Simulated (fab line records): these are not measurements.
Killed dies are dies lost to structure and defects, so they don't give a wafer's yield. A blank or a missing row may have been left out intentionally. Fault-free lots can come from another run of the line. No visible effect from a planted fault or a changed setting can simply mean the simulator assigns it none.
The tool behind it: which one?	flow n5 finfet	Sampling: 15 lots, 42 wafers, 4 of 1938 route steps

== WHAT THE GAUGES READ, wafer by wafer ==
N5_FIN_SAQP_CD_MEAS_27: the cd target is 20 nm.
lot	measured	on	cd nm (nm)
L702	day 2 00:14	cd sem-01	20.24 20.54 20.06
L703	day 2 06:05	cd sem-01	20.20 20.51 20.36
L704	day 2 12:00	cd sem-02	20.52 20.32 20.34
L705	day 2 17:38	cd sem-01	20.79 20.65 20.05
L706	day 2 23:55	cd sem-02	19.96 20.17 20.32
L707	day 3 06:04	cd sem-02	20.13 20.53 20.20
L708	day 3 12:09	cd sem-03	20.48 20.05 20.16
L709	day 3 18:23	cd sem-03	20.42 20.26 20.80
L711	day 4 06:31	cd sem-01	20.07 20.53 20.19
L716	day 5 13:35	cd sem-01	14.06 20.05
L718	day 6 00:48	cd sem-03	13.29 20.22
L719	day 6 05:46	cd sem-03	13.54 19.82
L721	day 6 19:44	cd sem-02	20.54 20.54 20.25
L722	day 7 00:40	cd sem-01	20.36 19.97 20.44
L724	day 7 14:38	cd sem-01	20.10 20.76 20.46

== EACH LOT AND THE TOOL THAT RAN IT (in order: tool; ch and the chambers of the sampled wafers; start) ==
lot	N5_FIN_SAQP_PECVD_48	N5_FIN_SAQP_SPACER1_ALD_24	N5_FIN_SAQP_MANDREL1_REMOVE_56
L702	pecvd-01 ch 0,1, day 1 21:13	ald sin-01 ch 0,2, day 1 23:19	rie si-04 ch 0,1,2, day 2 00:08
L703	pecvd-01 ch 0,1, day 2 03:13	ald sin-04 ch 0,2, day 2 05:11	rie si-03 ch 0,2,3, day 2 05:59
L704	pecvd-01 ch 0,1, day 2 08:52	ald sin-01 ch 1,3, day 2 10:53	rie si-03 ch 0,2,3, day 2 11:53
L705	pecvd-04 ch 0,1,2, day 2 14:50	ald sin-02 ch 0,1,3, day 2 16:43	rie si-03 ch 0,2,3, day 2 17:31
L706	pecvd-01 ch 0,1, day 2 21:09	ald sin-01 ch 2,3, day 2 23:00	rie si-03 ch 1,2, day 2 23:49
L707	pecvd-01 ch 0,1,2, day 3 03:01	ald sin-04 ch 0,1,3, day 3 04:49	rie si-04 ch 0,3, day 3 05:57
L708	pecvd-03 ch 0,1, day 3 09:26	ald sin-04 ch 2,3, day 3 11:14	rie si-04 ch 0,3, day 3 12:02
L709	pecvd-03 ch 0,1,2, day 3 15:40	ald sin-04 ch 0,2, day 3 17:28	rie si-03 ch 1,2, day 3 18:16
L711	pecvd-04 ch 0,1, day 4 03:56	ald sin-02 ch 0,3, day 4 05:36	rie si-04 ch 0,2, day 4 06:25
L716	pecvd-04 ch 0,1, day 5 10:45	ald sin-04 ch 1,2, day 5 12:40	rie si-03 ch 1,3, day 5 13:28
L718	pecvd-04 ch 0,1, day 5 21:55	ald sin-04 ch 0,2, day 5 23:52	rie si-05 ch 2,3, day 6 00:41
L719	pecvd-04 ch 1, day 6 03:02	ald sin-04 ch 0,3, day 6 04:50	rie si-04 ch 0,2, day 6 05:38
L721	pecvd-01 ch 1,2, day 6 15:02	ald sin-01 ch 0,2,3, day 6 18:39	rie si-04 ch 0,1,3, day 6 19:38
L722	pecvd-03 ch 0,2, day 6 21:58	ald sin-01 ch 0,2,3, day 6 23:45	rie si-03 ch 0,1,3, day 7 00:34
L724	pecvd-01 ch 0,1, day 7 09:59	ald sin-02 ch 0,2,3, day 7 13:43	rie si-05 ch 0,3, day 7 14:32
- N5_FIN_SAQP_PECVD_48: deposits SiNx from SiH4/NH3/N2, target thk 25 nm, time 22.1 s.
- N5_FIN_SAQP_SPACER1_ALD_24: deposits SiO2, target thk 20.3 nm, pulse time 1 s, purge time 2 s.
- N5_FIN_SAQP_MANDREL1_REMOVE_56: chemistry HBr/Cl2/O2, target a-Si, stops on SiNx, bt time 10 s.

== WHAT THE TOOLS THEMSELVES READ (means of the sampled wafers that have a number; where no wafer has one, the mark that the record gives instead) ==
N5_FIN_SAQP_PECVD_48.
lot	tool	heater power w (W)	showerhead plenum p Torr (Torr)	throttle valve pct (%)
L702	pecvd-01	758	5.10	43.8
L703	pecvd-01	698	5.10	43.8
L704	pecvd-01	730	5.10	41.7
L705	pecvd-04	732	5.13	39.7
L706	pecvd-01	759	5.10	43.7
L707	pecvd-01	734	5.13	40.8
L708	pecvd-03	762	5.10	39.6
L709	pecvd-03	754	5.08	40.4
L711	pecvd-04	661	5.16	39.1
L716	pecvd-04	738	5.17	39.4
L718	pecvd-04	730	5.17	39.5
L719	pecvd-04	722	5.14	37.8
L721	pecvd-01	727	5.13	43.0
L722	pecvd-03	685	5.07	41.8
L724	pecvd-01	702	5.11	42.0

N5_FIN_SAQP_SPACER1_ALD_24.
lot	tool	heater power w (W)	precursor pulse height rel
L702	ald sin-01	498	1.010
L703	ald sin-04	450	1.019
L704	ald sin-01	488	0.985
L705	ald sin-02	443	1.002
L706	ald sin-01	567	1.010
L707	ald sin-04	466	0.996
L708	ald sin-04	502	0.990
L709	ald sin-04	449	0.988
L711	ald sin-02	431	1.011
L716	ald sin-04	494	1.017
L718	ald sin-04	448	1.002
L719	ald sin-04	452	0.982
L721	ald sin-01	524	1.009
L722	ald sin-01	525	1.017
L724	ald sin-02	437	1.003

N5_FIN_SAQP_MANDREL1_REMOVE_56.
lot	tool	HBr_flow_sccm (sccm)	drypump motor current A (A)	oes product au (a.u.)	throttle valve pct (%)
L702	rie si-04	149.7	5.7	1.020	36.57
L703	rie si-03	150.7	5.3	1.009	36.49
L704	rie si-03	150.3	5.3	1.005	36.50
L705	rie si-03	150.1	5.3	1.000	36.50
L706	rie si-03	149.8	5.9	1.002	36.54
L707	rie si-04	149.8	5.8	0.999	36.67
L708	rie si-04	150.2	5.8	0.985	36.68
L709	rie si-03	149.4	5.8	0.995	36.67
L711	rie si-04	149.8	5.5	1.004	36.58
L716	rie si-03	150.1	5.2	0.987	36.48
L718	rie si-05	149.5	5.4	1.002	36.91
L719	rie si-04	150.1	5.6	1.010	36.61
L721	rie si-04	150.1	5.8	1.007	36.62
L722	rie si-03	149.9	5.2	0.989	36.52
L724	rie si-05	150.5	5.3	1.000	36.96

== THE ANSWER, worked out from the rows above alone ==
Rule: what is usual is taken from the lots themselves. The widest of any qualifying gaps counts: lots, ordered by their means at a reading, are off when they make up no more than a third of the lots, leave a main group of 4 or more, and stand apart from it by 3 or more times the standard deviation of that group's means. The tables above print the reading to a certain number of digits; a main group whose means all agree to those digits is not used. Also off: a lot with no number at a reading for which 4 or more lots have one. The other lots that the step has rows for count as sound. The gauges are gone through in route order, then the tools' own readings, and for those a lot's mean is taken as printed above. The first step at which some lot is off is used, and at that step the reading that is off furthest; a lot without a number counts as furthest.
Off: L716, L718, L719, at N5_FIN_SAQP_CD_MEAS_27 (cd nm). Main group: mean 20.34 nm, sd 0.11.
A tool fits if, at a process step before that reading, it ran every lot that is off, and no sound lot after the first of them. Gauges at N5_FIN_SAQP_CD_MEAS_27: tried the same way as those tools. 2 tools fit, pecvd-04 at N5_FIN_SAQP_PECVD_48 and ald sin-04 at N5_FIN_SAQP_SPACER1_ALD_24, so this cannot tell which one it is.

== WHAT THE SIMULATOR HAD PUT IN ==
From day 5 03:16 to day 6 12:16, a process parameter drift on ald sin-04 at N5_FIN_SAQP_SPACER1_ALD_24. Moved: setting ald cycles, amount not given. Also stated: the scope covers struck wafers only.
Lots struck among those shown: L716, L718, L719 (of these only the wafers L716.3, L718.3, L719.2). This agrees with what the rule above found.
